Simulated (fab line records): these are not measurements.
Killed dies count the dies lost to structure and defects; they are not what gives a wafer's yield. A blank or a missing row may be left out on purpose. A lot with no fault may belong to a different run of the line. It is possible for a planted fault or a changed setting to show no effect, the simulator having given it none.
fab line records / flow n5-finfet
record: lots: 14 wafers: 41 last-day: 17
route steps=1938 shown BEOL_M15@1802
lots untouched by any fault: they come from a run of this same line in which no faults occurred
start-h: start of the lot's first displayed wafer, in hours after the record's first day / wait-h: how many hours have passed since the lot's step before this one / " unchanged from the row above / L1.1+2: a single row standing in for several wafers / - no value, or no start was given / * or withheld: withheld / < > ~ a bound
route shown NAME@n: a module of which the file shows steps, and the number in the route of the first / usual: mean and standard deviation over wafers with no fault / same: alike in all rows / chamber/n: place in a boat / sites: each site's reading / _std_site: the values' standard deviation / _edge_site: the outer-site mean with the inner-site mean subtracted / radius-mm: how far each site lies from the wafer's centre / mask NAME#n: copy n / behind: the tool/chamber that last shaped the wafer / hold: cause of the lot's hold/its duration in hours/its outcome / device: which transistor (n, p or np) failed to switch / end of line: the route-end tests of the same wafers / for a step that has no rows: nothing shown but its recipe / killed: dies that structure and defects cost at the first sort, which is not the same as the wafer's yield / map: per-die view of a wafer (x killed, . not killed, _ where there is no die)
set.NAME: setting as actually run; set.NAME@STEP: the setting as run at that earlier step / model.NAME: the simulator's own value behind a step, which no gauge read
a sample of lots followed through the steps of the route, with each step as a table and each wafer as a row
services: a tool's chamber out of use, with start hour (start-h, from the record's first day; less than 0 if before it), hours out, and reason
== steps ==
step: N5_BEOL_M15_DEVELOP_27
recipe: develop-time-s: 45 rinse-liquid: diw dry: air-spin dev-temp-c: 21
usual: chill-plate-temp-C: 22.98/0.1 develop-time-s: 45/0 developer-temp-C: 20.99/0.089 exhaust-pa: 45.0/0.86
lot.wafer=L424.1 tool=litho-track-03 chamber=0 start-h=247.60 wait-h=- chill-plate-temp-C=22.84 develop-time-s=45 developer-temp-C=20.91 exhaust-pa=46.3
lot.wafer=L424.2 tool=litho-track-03 chamber=0 start-h=247.60 wait-h=- chill-plate-temp-C=22.87 develop-time-s=45 developer-temp-C=20.89 exhaust-pa=45.0
lot.wafer=L424.4 tool=litho-track-03 chamber=0 start-h=247.60 wait-h=- chill-plate-temp-C=22.92 develop-time-s=45 developer-temp-C=20.88 exhaust-pa=46.9
lot.wafer=L425.2 tool=litho-track-02 chamber=0 start-h=268.91 wait-h=- chill-plate-temp-C=22.97 develop-time-s=45 developer-temp-C=20.97 exhaust-pa=43.0
lot.wafer=L425.5 tool=litho-track-02 chamber=0 start-h=268.91 wait-h=- chill-plate-temp-C=22.93 develop-time-s=45 developer-temp-C=20.77 exhaust-pa=43.6
lot.wafer=L425.6 tool=litho-track-02 chamber=0 start-h=268.91 wait-h=- chill-plate-temp-C=23.00 develop-time-s=45 developer-temp-C=20.97 exhaust-pa=42.5
lot.wafer=L426.1 tool=litho-track-03 chamber=- start-h=272.06 wait-h=- chill-plate-temp-C=- develop-time-s=- developer-temp-C=- exhaust-pa=-
lot.wafer=L426.2 tool=litho-track-03 chamber=- start-h=272.06 wait-h=- chill-plate-temp-C=- develop-time-s=- developer-temp-C=- exhaust-pa=-
lot.wafer=L426.4 tool=litho-track-03 chamber=- start-h=272.06 wait-h=- chill-plate-temp-C=- develop-time-s=- developer-temp-C=- exhaust-pa=-
lot.wafer=L427.4 tool=litho-track-02 chamber=- start-h=272.10 wait-h=- chill-plate-temp-C=- develop-time-s=- developer-temp-C=- exhaust-pa=-
lot.wafer=L427.5 tool=litho-track-02 chamber=- start-h=272.10 wait-h=- chill-plate-temp-C=- develop-time-s=- developer-temp-C=- exhaust-pa=-
lot.wafer=L427.6 tool=litho-track-02 chamber=- start-h=272.10 wait-h=- chill-plate-temp-C=- develop-time-s=- developer-temp-C=- exhaust-pa=-
lot.wafer=L431.1 tool=litho-track-04 chamber=0 start-h=309.24 wait-h=- chill-plate-temp-C=23.12 develop-time-s=45 developer-temp-C=21.05 exhaust-pa=45.3
lot.wafer=L431.4 tool=litho-track-04 chamber=0 start-h=309.24 wait-h=- chill-plate-temp-C=22.99 develop-time-s=45 developer-temp-C=21.04 exhaust-pa=45.1
lot.wafer=L431.6 tool=litho-track-04 chamber=0 start-h=309.24 wait-h=- chill-plate-temp-C=23.16 develop-time-s=45 developer-temp-C=21.18 exhaust-pa=44.2
lot.wafer=L433.3 tool=litho-track-02 chamber=0 start-h=312.44 wait-h=- chill-plate-temp-C=23.19 develop-time-s=45 developer-temp-C=21.18 exhaust-pa=45.1
lot.wafer=L433.4 tool=litho-track-02 chamber=0 start-h=312.44 wait-h=- chill-plate-temp-C=23.19 develop-time-s=45 developer-temp-C=21.19 exhaust-pa=44.5
lot.wafer=L433.5 tool=litho-track-02 chamber=0 start-h=312.44 wait-h=- chill-plate-temp-C=23.08 develop-time-s=45 developer-temp-C=21.10 exhaust-pa=46.3
lot.wafer=L432.2 tool=litho-track-03 chamber=0 start-h=313.44 wait-h=- chill-plate-temp-C=23.08 develop-time-s=45 developer-temp-C=20.98 exhaust-pa=45.0
lot.wafer=L432.5 tool=litho-track-03 chamber=0 start-h=313.44 wait-h=- chill-plate-temp-C=23.02 develop-time-s=45 developer-temp-C=21.03 exhaust-pa=45.2
lot.wafer=L432.6 tool=litho-track-03 chamber=0 start-h=313.44 wait-h=- chill-plate-temp-C=23.05 develop-time-s=45 developer-temp-C=21.08 exhaust-pa=45.2
lot.wafer=L434.2 tool=litho-track-02 chamber=0 start-h=314.80 wait-h=- chill-plate-temp-C=23.05 develop-time-s=45 developer-temp-C=20.92 exhaust-pa=45.6
lot.wafer=L434.4 tool=litho-track-02 chamber=0 start-h=314.80 wait-h=- chill-plate-temp-C=22.94 develop-time-s=45 developer-temp-C=21.00 exhaust-pa=44.3
lot.wafer=L434.6 tool=litho-track-02 chamber=0 start-h=314.80 wait-h=- chill-plate-temp-C=23.09 develop-time-s=45 developer-temp-C=21.11 exhaust-pa=45.1
lot.wafer=L436.1 tool=litho-track-03 chamber=0 start-h=333.93 wait-h=- chill-plate-temp-C=22.90 develop-time-s=45 developer-temp-C=20.84 exhaust-pa=45.6
lot.wafer=L436.4 tool=litho-track-03 chamber=0 start-h=333.93 wait-h=- chill-plate-temp-C=22.82 develop-time-s=45 developer-temp-C=20.95 exhaust-pa=46.9
lot.wafer=L436.6 tool=litho-track-03 chamber=0 start-h=333.93 wait-h=- chill-plate-temp-C=22.93 develop-time-s=45 developer-temp-C=20.92 exhaust-pa=45.2
lot.wafer=L437.2 tool=litho-track-03 chamber=0 start-h=345.77 wait-h=- chill-plate-temp-C=22.93 develop-time-s=45 developer-temp-C=21.02 exhaust-pa=45.4
lot.wafer=L437.3 tool=litho-track-03 chamber=0 start-h=345.77 wait-h=- chill-plate-temp-C=23.03 develop-time-s=45 developer-temp-C=21.14 exhaust-pa=44.1
lot.wafer=L437.4 tool=litho-track-03 chamber=0 start-h=345.77 wait-h=- chill-plate-temp-C=23.05 develop-time-s=45 developer-temp-C=21.09 exhaust-pa=45.4
lot.wafer=L439.2 tool=litho-track-04 chamber=0 start-h=362.24 wait-h=- chill-plate-temp-C=23.15 develop-time-s=45 developer-temp-C=20.97 exhaust-pa=46.2
lot.wafer=L439.3 tool=litho-track-04 chamber=0 start-h=362.24 wait-h=- chill-plate-temp-C=23.06 develop-time-s=45 developer-temp-C=20.89 exhaust-pa=45.6
lot.wafer=L439.4 tool=litho-track-04 chamber=0 start-h=362.24 wait-h=- chill-plate-temp-C=23.13 develop-time-s=45 developer-temp-C=20.91 exhaust-pa=44.4
lot.wafer=L443.1 tool=litho-track-03 chamber=0 start-h=375.47 wait-h=- chill-plate-temp-C=22.79 develop-time-s=45 developer-temp-C=20.94 exhaust-pa=45.5
lot.wafer=L443.3 tool=litho-track-03 chamber=0 start-h=375.47 wait-h=- chill-plate-temp-C=22.83 develop-time-s=45 developer-temp-C=20.99 exhaust-pa=45.2
lot.wafer=L443.5 tool=litho-track-03 chamber=0 start-h=375.47 wait-h=- chill-plate-temp-C=22.88 develop-time-s=45 developer-temp-C=21.02 exhaust-pa=45.7
lot.wafer=L442.1 tool=litho-track-03 chamber=0 start-h=378.38 wait-h=- chill-plate-temp-C=22.90 develop-time-s=45 developer-temp-C=21.01 exhaust-pa=45.0
lot.wafer=L442.4 tool=litho-track-03 chamber=0 start-h=378.38 wait-h=- chill-plate-temp-C=23.01 develop-time-s=45 developer-temp-C=21.05 exhaust-pa=45.5
lot.wafer=L445.1 tool=litho-track-03 chamber=0 start-h=379.87 wait-h=- chill-plate-temp-C=23.11 develop-time-s=45 developer-temp-C=21.03 exhaust-pa=45.4
lot.wafer=L445.4 tool=litho-track-03 chamber=0 start-h=379.87 wait-h=- chill-plate-temp-C=22.89 develop-time-s=45 developer-temp-C=20.98 exhaust-pa=44.6
lot.wafer=L445.6 tool=litho-track-03 chamber=0 start-h=379.87 wait-h=- chill-plate-temp-C=22.92 develop-time-s=45 developer-temp-C=20.93 exhaust-pa=46.0
step: N5_BEOL_M15_OVL_MEAS_29
recipe: points-per-wafer: 44
usual: M15_OVL: 3/5.6
lot.wafer=L424.1 tool=overlay-02 chamber=0 start-h=247.75 wait-h=0.0 M15_OVL[nm]=11
lot.wafer=L424.2 tool=overlay-02 chamber=0 start-h=247.75 wait-h=0.0 M15_OVL[nm]=5
lot.wafer=L424.4 tool=overlay-02 chamber=0 start-h=247.75 wait-h=0.0 M15_OVL[nm]=8
lot.wafer=L425.2 tool=overlay-01 chamber=0 start-h=269.08 wait-h=0.1 M15_OVL[nm]=10
lot.wafer=L425.5 tool=overlay-01 chamber=0 start-h=269.08 wait-h=0.1 M15_OVL[nm]=9
lot.wafer=L425.6 tool=overlay-01 chamber=0 start-h=269.08 wait-h=0.1 M15_OVL[nm]=0
lot.wafer=L426.1 tool=overlay-01 chamber=0 start-h=272.20 wait-h=0.0 M15_OVL[nm]=-
lot.wafer=L426.2 tool=overlay-01 chamber=0 start-h=272.20 wait-h=0.0 M15_OVL[nm]=-
lot.wafer=L426.4 tool=overlay-01 chamber=0 start-h=272.20 wait-h=0.0 M15_OVL[nm]=-
lot.wafer=L427.4 tool=overlay-01 chamber=0 start-h=272.24 wait-h=0.0 M15_OVL[nm]=-
lot.wafer=L427.5 tool=overlay-01 chamber=0 start-h=272.24 wait-h=0.0 M15_OVL[nm]=-
lot.wafer=L427.6 tool=overlay-01 chamber=0 start-h=272.24 wait-h=0.0 M15_OVL[nm]=-
lot.wafer=L431.1 tool=overlay-02 chamber=0 start-h=309.38 wait-h=0.0 M15_OVL[nm]=4
lot.wafer=L431.4 tool=overlay-02 chamber=0 start-h=309.38 wait-h=0.0 M15_OVL[nm]=-3
lot.wafer=L431.6 tool=overlay-02 chamber=0 start-h=309.38 wait-h=0.0 M15_OVL[nm]=3
lot.wafer=L433.3 tool=overlay-02 chamber=0 start-h=312.58 wait-h=0.0 M15_OVL[nm]=5
lot.wafer=L433.4 tool=overlay-02 chamber=0 start-h=312.58 wait-h=0.0 M15_OVL[nm]=-1
lot.wafer=L433.5 tool=overlay-02 chamber=0 start-h=312.58 wait-h=0.0 M15_OVL[nm]=11
lot.wafer=L432.2 tool=overlay-02 chamber=0 start-h=313.58 wait-h=0.0 M15_OVL[nm]=6
lot.wafer=L432.5 tool=overlay-02 chamber=0 start-h=313.58 wait-h=0.0 M15_OVL[nm]=1
lot.wafer=L432.6 tool=overlay-02 chamber=0 start-h=313.58 wait-h=0.0 M15_OVL[nm]=8
lot.wafer=L434.2 tool=overlay-01 chamber=0 start-h=314.94 wait-h=0.0 M15_OVL[nm]=10
lot.wafer=L434.4 tool=overlay-01 chamber=0 start-h=314.94 wait-h=0.0 M15_OVL[nm]=6
lot.wafer=L434.6 tool=overlay-01 chamber=0 start-h=314.94 wait-h=0.0 M15_OVL[nm]=9
lot.wafer=L436.1 tool=overlay-01 chamber=0 start-h=334.07 wait-h=0.0 M15_OVL[nm]=1
lot.wafer=L436.4 tool=overlay-01 chamber=0 start-h=334.07 wait-h=0.0 M15_OVL[nm]=1
lot.wafer=L436.6 tool=overlay-01 chamber=0 start-h=334.07 wait-h=0.0 M15_OVL[nm]=-1
lot.wafer=L437.2 tool=overlay-01 chamber=0 start-h=345.91 wait-h=0.0 M15_OVL[nm]=0
lot.wafer=L437.3 tool=overlay-01 chamber=0 start-h=345.91 wait-h=0.0 M15_OVL[nm]=-2
lot.wafer=L437.4 tool=overlay-01 chamber=0 start-h=345.91 wait-h=0.0 M15_OVL[nm]=-3
lot.wafer=L439.2 tool=overlay-01 chamber=0 start-h=362.38 wait-h=0.0 M15_OVL[nm]=-1
lot.wafer=L439.3 tool=overlay-01 chamber=0 start-h=362.38 wait-h=0.0 M15_OVL[nm]=-2
lot.wafer=L439.4 tool=overlay-01 chamber=0 start-h=362.38 wait-h=0.0 M15_OVL[nm]=3
lot.wafer=L443.1 tool=overlay-01 chamber=0 start-h=375.61 wait-h=0.0 M15_OVL[nm]=14
lot.wafer=L443.3 tool=overlay-01 chamber=0 start-h=375.61 wait-h=0.0 M15_OVL[nm]=15
lot.wafer=L443.5 tool=overlay-01 chamber=0 start-h=375.61 wait-h=0.0 M15_OVL[nm]=13
lot.wafer=L442.1 tool=overlay-02 chamber=0 start-h=378.52 wait-h=0.0 M15_OVL[nm]=-10
lot.wafer=L442.4 tool=overlay-02 chamber=0 start-h=378.52 wait-h=0.0 M15_OVL[nm]=3
lot.wafer=L445.1 tool=overlay-02 chamber=0 start-h=380.01 wait-h=0.0 M15_OVL[nm]=-1
lot.wafer=L445.4 tool=overlay-02 chamber=0 start-h=380.01 wait-h=0.0 M15_OVL[nm]=-2
lot.wafer=L445.6 tool=overlay-02 chamber=0 start-h=380.01 wait-h=0.0 M15_OVL[nm]=3
step: N5_BEOL_M15_DESCUM_33
recipe: chemistry: O2 time-s: 7.9 source-power-w: 50 bias-power-w: 20 pressure-mtorr: 20 rf-frequency-hz: 2.712e+07 temp-c: 40 o2-flow-sccm: 225
usual: chamber-pressure-mTorr: 20.002/0.018 drypump-motor-current-A: 5.6/0.38 oes-product-au: 0.80/0.084 rf-vpp-V: 243.1/1.5 showerhead-plenum-p-Torr: 2.09/0.091 throttle-valve-pct: 20.38/0.25
lot.wafer=L424.1 tool=rie-diel-03 chamber=2 start-h=247.90 wait-h=0.1 chamber-pressure-mTorr=19.983 drypump-motor-current-A=5.1 oes-product-au=0.71 rf-hours-counter-h=240 rf-vpp-V=244.0 showerhead-plenum-p-Torr=2.13 throttle-valve-pct=20.45
lot.wafer=L424.2 tool=rie-diel-03 chamber=0 start-h=247.90 wait-h=0.1 chamber-pressure-mTorr=19.995 drypump-motor-current-A=5.9 oes-product-au=0.77 rf-hours-counter-h=142 rf-vpp-V=243.0 showerhead-plenum-p-Torr=2.01 throttle-valve-pct=20.40
lot.wafer=L424.4 tool=rie-diel-03 chamber=3 start-h=247.90 wait-h=0.1 chamber-pressure-mTorr=19.997 drypump-motor-current-A=5.4 oes-product-au=0.72 rf-hours-counter-h=161 rf-vpp-V=243.3 showerhead-plenum-p-Torr=2.10 throttle-valve-pct=20.20
lot.wafer=L425.2 tool=rie-diel-03 chamber=0 start-h=269.15 wait-h=0.0 chamber-pressure-mTorr=20.019 drypump-motor-current-A=5.9 oes-product-au=0.76 rf-hours-counter-h=149 rf-vpp-V=241.6 showerhead-plenum-p-Torr=2.01 throttle-valve-pct=20.40
lot.wafer=L425.5 tool=rie-diel-03 chamber=2 start-h=269.15 wait-h=0.0 chamber-pressure-mTorr=19.995 drypump-motor-current-A=5.1 oes-product-au=0.70 rf-hours-counter-h=- rf-vpp-V=243.6 showerhead-plenum-p-Torr=2.13 throttle-valve-pct=20.46
lot.wafer=L425.6 tool=rie-diel-03 chamber=1 start-h=269.15 wait-h=0.0 chamber-pressure-mTorr=20.007 drypump-motor-current-A=5.0 oes-product-au=0.71 rf-hours-counter-h=- rf-vpp-V=242.2 showerhead-plenum-p-Torr=1.99 throttle-valve-pct=20.53
lot.wafer=L426.1 tool=rie-diel-05 chamber=2 start-h=272.38 wait-h=0.2 chamber-pressure-mTorr=19.979 drypump-motor-current-A=5.3 oes-product-au=0.94 rf-hours-counter-h=8 rf-vpp-V=244.0 showerhead-plenum-p-Torr=2.16 throttle-valve-pct=20.70
lot.wafer=L426.2 tool=rie-diel-05 chamber=0 start-h=272.38 wait-h=0.2 chamber-pressure-mTorr=20.000 drypump-motor-current-A=5.4 oes-product-au=0.71 rf-hours-counter-h=190 rf-vpp-V=243.3 showerhead-plenum-p-Torr=2.00 throttle-valve-pct=20.70
lot.wafer=L426.4 tool=rie-diel-05 chamber=3 start-h=272.38 wait-h=0.2 chamber-pressure-mTorr=19.989 drypump-motor-current-A=5.8 oes-product-au=0.70 rf-hours-counter-h=207 rf-vpp-V=240.7 showerhead-plenum-p-Torr=1.96 throttle-valve-pct=20.48
lot.wafer=L427.4 tool=rie-diel-03 chamber=0 start-h=272.56 wait-h=0.3 chamber-pressure-mTorr=19.998 drypump-motor-current-A=6.0 oes-product-au=0.77 rf-hours-counter-h=- rf-vpp-V=240.5 showerhead-plenum-p-Torr=2.01 throttle-valve-pct=20.40
lot.wafer=L427.5 tool=rie-diel-03 chamber=1 start-h=272.56 wait-h=0.3 chamber-pressure-mTorr=19.990 drypump-motor-current-A=5.0 oes-product-au=0.71 rf-hours-counter-h=- rf-vpp-V=241.0 showerhead-plenum-p-Torr=1.99 throttle-valve-pct=20.53
lot.wafer=L427.6 tool=rie-diel-03 chamber=2 start-h=272.56 wait-h=0.3 chamber-pressure-mTorr=20.019 drypump-motor-current-A=5.1 oes-product-au=0.70 rf-hours-counter-h=- rf-vpp-V=245.6 showerhead-plenum-p-Torr=2.13 throttle-valve-pct=20.47
lot.wafer=L431.1 tool=rie-diel-02 chamber=1 start-h=309.80 wait-h=0.4 chamber-pressure-mTorr=20.044 drypump-motor-current-A=5.9 oes-product-au=0.89 rf-hours-counter-h=36 rf-vpp-V=242.8 showerhead-plenum-p-Torr=2.04 throttle-valve-pct=19.82
lot.wafer=L431.4 tool=rie-diel-02 chamber=1 start-h=309.80 wait-h=0.4 chamber-pressure-mTorr=19.971 drypump-motor-current-A=5.9 oes-product-au=0.87 rf-hours-counter-h=- rf-vpp-V=242.4 showerhead-plenum-p-Torr=2.04 throttle-valve-pct=19.82
lot.wafer=L431.6 tool=rie-diel-02 chamber=0 start-h=309.80 wait-h=0.4 chamber-pressure-mTorr=20.023 drypump-motor-current-A=5.3 oes-product-au=0.81 rf-hours-counter-h=- rf-vpp-V=242.3 showerhead-plenum-p-Torr=2.12 throttle-valve-pct=20.25
lot.wafer=L433.3 tool=rie-diel-03 chamber=0 start-h=312.82 wait-h=0.2 chamber-pressure-mTorr=20.017 drypump-motor-current-A=5.9 oes-product-au=0.76 rf-hours-counter-h=164 rf-vpp-V=241.8 showerhead-plenum-p-Torr=2.00 throttle-valve-pct=20.42
lot.wafer=L433.4 tool=rie-diel-03 chamber=3 start-h=312.82 wait-h=0.2 chamber-pressure-mTorr=19.995 drypump-motor-current-A=5.4 oes-product-au=0.71 rf-hours-counter-h=177 rf-vpp-V=242.7 showerhead-plenum-p-Torr=2.09 throttle-valve-pct=20.24
lot.wafer=L433.5 tool=rie-diel-03 chamber=3 start-h=312.82 wait-h=0.2 chamber-pressure-mTorr=20.020 drypump-motor-current-A=5.5 oes-product-au=0.71 rf-hours-counter-h=- rf-vpp-V=243.3 showerhead-plenum-p-Torr=2.09 throttle-valve-pct=20.25
lot.wafer=L432.2 tool=rie-diel-05 chamber=3 start-h=313.69 wait-h=0.1 chamber-pressure-mTorr=20.036 drypump-motor-current-A=5.7 oes-product-au=0.69 rf-hours-counter-h=219 rf-vpp-V=242.3 showerhead-plenum-p-Torr=1.96 throttle-valve-pct=20.50
lot.wafer=L432.5 tool=rie-diel-05 chamber=2 start-h=313.69 wait-h=0.1 chamber-pressure-mTorr=20.008 drypump-motor-current-A=5.3 oes-product-au=0.91 rf-hours-counter-h=- rf-vpp-V=243.6 showerhead-plenum-p-Torr=2.15 throttle-valve-pct=20.73
lot.wafer=L432.6 tool=rie-diel-05 chamber=1 start-h=313.69 wait-h=0.1 chamber-pressure-mTorr=20.015 drypump-motor-current-A=6.1 oes-product-au=0.87 rf-hours-counter-h=- rf-vpp-V=245.8 showerhead-plenum-p-Torr=2.22 throttle-valve-pct=20.25
lot.wafer=L434.2 tool=rie-diel-03 chamber=1 start-h=315.00 wait-h=0.0 chamber-pressure-mTorr=20.030 drypump-motor-current-A=5.0 oes-product-au=0.69 rf-hours-counter-h=239 rf-vpp-V=240.8 showerhead-plenum-p-Torr=1.98 throttle-valve-pct=20.56
lot.wafer=L434.4 tool=rie-diel-03 chamber=2 start-h=315.00 wait-h=0.0 chamber-pressure-mTorr=20.020 drypump-motor-current-A=5.1 oes-product-au=0.94 rf-hours-counter-h=4 rf-vpp-V=244.0 showerhead-plenum-p-Torr=2.13 throttle-valve-pct=20.08
lot.wafer=L434.6 tool=rie-diel-03 chamber=0 start-h=315.00 wait-h=0.0 chamber-pressure-mTorr=20.024 drypump-motor-current-A=5.9 oes-product-au=0.77 rf-hours-counter-h=- rf-vpp-V=241.8 showerhead-plenum-p-Torr=2.00 throttle-valve-pct=20.42
lot.wafer=L436.1 tool=rie-diel-03 chamber=3 start-h=334.37 wait-h=0.3 chamber-pressure-mTorr=19.984 drypump-motor-current-A=5.4 oes-product-au=0.71 rf-hours-counter-h=184 rf-vpp-V=241.5 showerhead-plenum-p-Torr=2.09 throttle-valve-pct=20.26
lot.wafer=L436.4 tool=rie-diel-03 chamber=1 start-h=334.37 wait-h=0.3 chamber-pressure-mTorr=20.036 drypump-motor-current-A=5.0 oes-product-au=0.69 rf-hours-counter-h=245 rf-vpp-V=240.3 showerhead-plenum-p-Torr=1.98 throttle-valve-pct=20.56
lot.wafer=L436.6 tool=rie-diel-03 chamber=2 start-h=334.37 wait-h=0.3 chamber-pressure-mTorr=20.017 drypump-motor-current-A=5.1 oes-product-au=0.93 rf-hours-counter-h=- rf-vpp-V=243.3 showerhead-plenum-p-Torr=2.13 throttle-valve-pct=20.09
lot.wafer=L437.2 tool=rie-diel-05 chamber=3 start-h=345.97 wait-h=0.0 chamber-pressure-mTorr=19.990 drypump-motor-current-A=5.7 oes-product-au=0.68 rf-hours-counter-h=230 rf-vpp-V=240.1 showerhead-plenum-p-Torr=1.96 throttle-valve-pct=20.50
lot.wafer=L437.3 tool=rie-diel-05 chamber=2 start-h=345.97 wait-h=0.0 chamber-pressure-mTorr=19.993 drypump-motor-current-A=5.3 oes-product-au=0.89 rf-hours-counter-h=31 rf-vpp-V=243.8 showerhead-plenum-p-Torr=2.15 throttle-valve-pct=20.74
lot.wafer=L437.4 tool=rie-diel-05 chamber=0 start-h=345.97 wait-h=0.0 chamber-pressure-mTorr=20.005 drypump-motor-current-A=5.4 oes-product-au=0.70 rf-hours-counter-h=212 rf-vpp-V=239.7 showerhead-plenum-p-Torr=1.99 throttle-valve-pct=20.70
lot.wafer=L439.2 tool=rie-diel-05 chamber=1 start-h=362.84 wait-h=0.4 chamber-pressure-mTorr=20.004 drypump-motor-current-A=6.1 oes-product-au=0.85 rf-hours-counter-h=52 rf-vpp-V=244.7 showerhead-plenum-p-Torr=2.22 throttle-valve-pct=20.28
lot.wafer=L439.3 tool=rie-diel-05 chamber=0 start-h=362.84 wait-h=0.4 chamber-pressure-mTorr=20.008 drypump-motor-current-A=5.4 oes-product-au=0.70 rf-hours-counter-h=216 rf-vpp-V=242.1 showerhead-plenum-p-Torr=1.99 throttle-valve-pct=20.73
lot.wafer=L439.4 tool=rie-diel-05 chamber=3 start-h=362.84 wait-h=0.4 chamber-pressure-mTorr=19.997 drypump-motor-current-A=5.7 oes-product-au=0.69 rf-hours-counter-h=234 rf-vpp-V=241.2 showerhead-plenum-p-Torr=1.95 throttle-valve-pct=20.53
lot.wafer=L443.1 tool=rie-diel-05 chamber=0 start-h=375.67 wait-h=0.0 chamber-pressure-mTorr=20.008 drypump-motor-current-A=5.4 oes-product-au=0.70 rf-hours-counter-h=220 rf-vpp-V=241.9 showerhead-plenum-p-Torr=1.99 throttle-valve-pct=20.72
lot.wafer=L443.3 tool=rie-diel-05 chamber=2 start-h=375.67 wait-h=0.0 chamber-pressure-mTorr=20.021 drypump-motor-current-A=5.3 oes-product-au=0.89 rf-hours-counter-h=39 rf-vpp-V=244.9 showerhead-plenum-p-Torr=2.14 throttle-valve-pct=20.75
lot.wafer=L443.5 tool=rie-diel-05 chamber=2 start-h=375.67 wait-h=0.0 chamber-pressure-mTorr=20.002 drypump-motor-current-A=5.3 oes-product-au=0.89 rf-hours-counter-h=- rf-vpp-V=243.3 showerhead-plenum-p-Torr=2.14 throttle-valve-pct=20.77
lot.wafer=L442.1 tool=rie-diel-05 chamber=3 start-h=378.63 wait-h=0.1 chamber-pressure-mTorr=19.982 drypump-motor-current-A=5.8 oes-product-au=0.68 rf-hours-counter-h=240 rf-vpp-V=241.7 showerhead-plenum-p-Torr=1.95 throttle-valve-pct=20.50
lot.wafer=L442.4 tool=rie-diel-05 chamber=0 start-h=378.63 wait-h=0.1 chamber-pressure-mTorr=20.030 drypump-motor-current-A=5.5 oes-product-au=0.68 rf-hours-counter-h=221 rf-vpp-V=242.1 showerhead-plenum-p-Torr=1.99 throttle-valve-pct=20.75
lot.wafer=L445.1 tool=rie-diel-02 chamber=0 start-h=380.36 wait-h=0.3 chamber-pressure-mTorr=20.010 drypump-motor-current-A=5.3 oes-product-au=0.77 rf-hours-counter-h=108 rf-vpp-V=243.5 showerhead-plenum-p-Torr=2.11 throttle-valve-pct=20.32
lot.wafer=L445.4 tool=rie-diel-02 chamber=1 start-h=380.36 wait-h=0.3 chamber-pressure-mTorr=19.997 drypump-motor-current-A=5.8 oes-product-au=0.84 rf-hours-counter-h=- rf-vpp-V=242.6 showerhead-plenum-p-Torr=2.03 throttle-valve-pct=19.86
lot.wafer=L445.6 tool=rie-diel-02 chamber=0 start-h=380.36 wait-h=0.3 chamber-pressure-mTorr=19.974 drypump-motor-current-A=5.3 oes-product-au=0.77 rf-hours-counter-h=- rf-vpp-V=242.7 showerhead-plenum-p-Torr=2.11 throttle-valve-pct=20.31
== services ==
tool=rie-diel-05 chamber=2 start-h=231.02 hours=- kind=clean
tool=rie-diel-05 chamber=2 start-h=231.02 hours=- kind=consumable-replace:focus-ring
tool=rie-diel-05 chamber=2 start-h=231.02 hours=16.6 kind=scheduled-down
tool=rie-diel-05 chamber=2 start-h=231.02 hours=16.6 kind=vent-cycle
tool=rie-diel-02 chamber=2 start-h=241.45 hours=6.8 kind=repair
tool=rie-diel-03 chamber=3 start-h=260.48 hours=12.1 kind=repair
tool=rie-diel-03 chamber=2 start-h=282.47 hours=- kind=clean
tool=rie-diel-03 chamber=2 start-h=282.47 hours=- kind=consumable-replace:focus-ring
tool=rie-diel-03 chamber=2 start-h=282.47 hours=20.0 kind=scheduled-down
tool=rie-diel-03 chamber=2 start-h=282.47 hours=20.0 kind=vent-cycle
tool=rie-diel-05 chamber=- start-h=307.04 hours=2.8 kind=pm
tool=rie-diel-02 chamber=2 start-h=307.05 hours=32.1 kind=repair
tool=rie-diel-03 chamber=- start-h=346.12 hours=0.7 kind=repair
tool=rie-diel-03 chamber=1 start-h=352.83 hours=- kind=clean
tool=rie-diel-03 chamber=1 start-h=352.83 hours=- kind=consumable-replace:focus-ring
tool=rie-diel-03 chamber=1 start-h=352.83 hours=- kind=consumable-replace:showerhead
tool=rie-diel-03 chamber=1 start-h=352.83 hours=19.6 kind=scheduled-down
tool=rie-diel-03 chamber=1 start-h=352.83 hours=19.6 kind=vent-cycle
tool=rie-diel-02 chamber=3 start-h=370.40 hours=10.1 kind=repair
== key ==
first-sign: step: N5_BEOL_M15_DEVELOP_27 reading: tool-record direction: missing
effect none on later readings
met-at N5_BEOL_M15_DEVELOP_27
struck-lots L426,L427
later-rows-left-out L426.1,L426.2,L426.4,L427.4,L427.5,L427.6
sort-left-out L426.1,L426.2,L426.4,L427.4,L427.5,L427.6
not-acting-at N5_BEOL_M15_OVL_MEAS_29,N5_BEOL_M15_DESCUM_33
onset-between 268.91 272.06
earlier-fault: kind: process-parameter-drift tool: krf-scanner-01 chamber: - onset-h: 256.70 steps: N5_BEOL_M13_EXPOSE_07 channel: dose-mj offset: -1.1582 shape: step acts-in: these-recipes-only stated: 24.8
earlier-fault: kind: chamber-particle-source tool: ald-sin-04 chamber: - onset-h: 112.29 steps: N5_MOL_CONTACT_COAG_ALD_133 rate-per-visit-cm2: 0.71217
fault: kind: skipped-step-whole tool: litho-track-02,litho-track-03 chamber: - onset-h: 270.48 steps: N5_BEOL_M15_DEVELOP_27 scope: struck-lots-only
sort-left-out: the simulated sort isn't trusted on such a fault, so these wafers' sort isn't shown, and their yield isn't known
later-rows-left-out: the simulator's readings of these wafers behind a module that went badly wrong aren't trusted and aren't shown, but for the sort
